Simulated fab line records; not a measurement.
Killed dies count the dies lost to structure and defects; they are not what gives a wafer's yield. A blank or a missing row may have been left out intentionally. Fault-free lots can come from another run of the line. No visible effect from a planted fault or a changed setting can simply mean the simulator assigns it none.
Split-lot experiment ; flow n5-finfet ; 7 lots, 39 wafers read, on a route of 1938 steps

ABOUT THE SPLIT
At N5_SD_EPI_N_EPI_21 (deposits Si:P, time 690 s), the setting time-s was moved away from the recipe's 690 s on 6 of the 39 wafers read, by -28.0% to +47.2%. All remaining wafers had this setting at the recipe value.

The split's own step is where the reading is taken.

THE READING
Si-P_of_SD_EPI_N_EPI_21.thk-nm (the simulator's own value, which no gauge read), in nm, at N5_SD_EPI_N_EPI_21 (deposits Si:P, time 690 s). The file gives no usual value for it. Here, 33 wafers ran the recipe; their average is 58.9 nm with a standard deviation of 0.65 nm.

wafer;tool, chamber at the split;time-s as run, s;against the recipe;Si-P_of_SD_EPI_N_EPI_21.thk-nm, nm;against lot-mates on the recipe
L076.1;epi-rpcvd-04, 0;690;recipe;58;-
L076.2;epi-rpcvd-04, 0;690;recipe;58;-
L076.3;epi-rpcvd-04, 0;690;recipe;58.6;-
L076.4;epi-rpcvd-04, 0;690;recipe;57.8;-
L076.5;epi-rpcvd-04, 0;690;recipe;57.6;-
L076.6;epi-rpcvd-04, 0;690;recipe;58.4;-
L083.1;epi-rpcvd-01, 0;1016;+47.2%;78.6;+19.3
L083.5;epi-rpcvd-01, 0;1016;+47.2%;78.6;+19.3
L083.2;epi-rpcvd-01, 0;690;recipe;59.2;-
L083.3;epi-rpcvd-01, 0;690;recipe;59.8;-
L083.4;epi-rpcvd-01, 0;690;recipe;59;-
L083.6;epi-rpcvd-01, 0;1016;+47.2%;79;+19.7
L084.1;epi-rpcvd-01, 0;690;recipe;59;-
L084.2;epi-rpcvd-01, 0;690;recipe;59.4;-
L084.3;epi-rpcvd-01, 0;690;recipe;59.6;-
L084.4;epi-rpcvd-01, 0;690;recipe;59.2;-
L084.5;epi-rpcvd-01, 0;690;recipe;59.8;-
L084.6;epi-rpcvd-01, 0;690;recipe;59.8;-
L085.1;epi-rpcvd-02, 0;690;recipe;58.6;-
L085.4;epi-rpcvd-02, 0;690;recipe;58.6;-
L085.2;epi-rpcvd-02, 0;690;recipe;58.8;-
L085.3;epi-rpcvd-02, 0;690;recipe;59;-
L085.6;epi-rpcvd-02, 0;690;recipe;59;-
L085.5;epi-rpcvd-02, 0;690;recipe;59.2;-
L090.1;epi-rpcvd-04, 0;690;recipe;58.6;-
L090.2;epi-rpcvd-04, 0;690;recipe;57.8;-
L090.3;epi-rpcvd-04, 0;690;recipe;57.6;-
L090.4;epi-rpcvd-04, 0;690;recipe;58.8;-
L090.5;epi-rpcvd-04, 0;690;recipe;59.4;-
L090.6;epi-rpcvd-04, 0;690;recipe;58.4;-
L093.1;epi-rpcvd-04, 0;690;recipe;58.8;-
L093.2;epi-rpcvd-04, 0;690;recipe;59;-
L093.6;epi-rpcvd-04, 0;690;recipe;59;-
L095.1;epi-rpcvd-02, 0;690;recipe;59.4;-
L095.5;epi-rpcvd-02, 0;690;recipe;59.4;-
L095.2;epi-rpcvd-02, 0;496.5;-28.0%;46.6;-13.0
L095.3;epi-rpcvd-02, 0;496.5;-28.0%;46.8;-12.8
L095.6;epi-rpcvd-02, 0;496.5;-28.0%;46.8;-12.8
L095.4;epi-rpcvd-02, 0;690;recipe;60;-

THE FIT
A straight line over all 39 wafers: Si-P_of_SD_EPI_N_EPI_21.thk-nm changes by +0.424 nm for each +1% of time-s; r = +1.00; the points scatter about the line by 0.62 nm.
The same after taking each lot's own level away (the mean of its wafers on the recipe; 39 wafers): +0.424 nm for each +1%; r = +1.00; scatter 0.46 nm.
According to that fit, moving time-s by its largest amount changes the reading by 20 nm.
The span of the lots' own levels, 58.07 to 59.60 nm, comes to 2.4 times the standard deviation stated above.
The two slopes are in agreement: the lot-to-lot level therefore moves the slope only a little.
Check: for one of the wafers moved furthest among these (+47.2%), held out of the fit, the line's prediction against its lot-mates is +20.1 nm. Against them it came out at +19.3 nm.

OTHER SPLITS APPLIED TO THESE WAFERS
Note: prior to the reading, these wafers also went through further splits. Each is held against what the fit with the lots' levels taken away leaves over:
other split on the same wafers;wafers away from the commonest value;r with Si-P_of_SD_EPI_N_EPI_21.thk-nm (lot level and that fit taken away)
N5_FIN_SAQP_HM_DEP_03 target-thk-a;18;-0.10
N5_DUMMY_GATE_ETCH_32 time-s;15;+0.00

THE WHOLE CHAIN: every reading that the file lists as answering this split, in the file's order
step;what it does;reading;change (the file's fit);r (the file's)
N5_SD_EPI_N_EPI_21;deposits Si:P, time 690 s;Si-P_of_SD_EPI_N_EPI_21.thk-nm (the simulator's own value, which no gauge read);+0.423 nm for each +1% of the setting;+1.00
N5_SD_EPI_N_EPI_MEAS_23;;thk-nm;withheld for each +1% of the setting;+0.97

THE FILE'S OWN FIT
Si-P_of_SD_EPI_N_EPI_21.thk-nm changes by +0.423 nm for each +1% of time-s, r = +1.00.
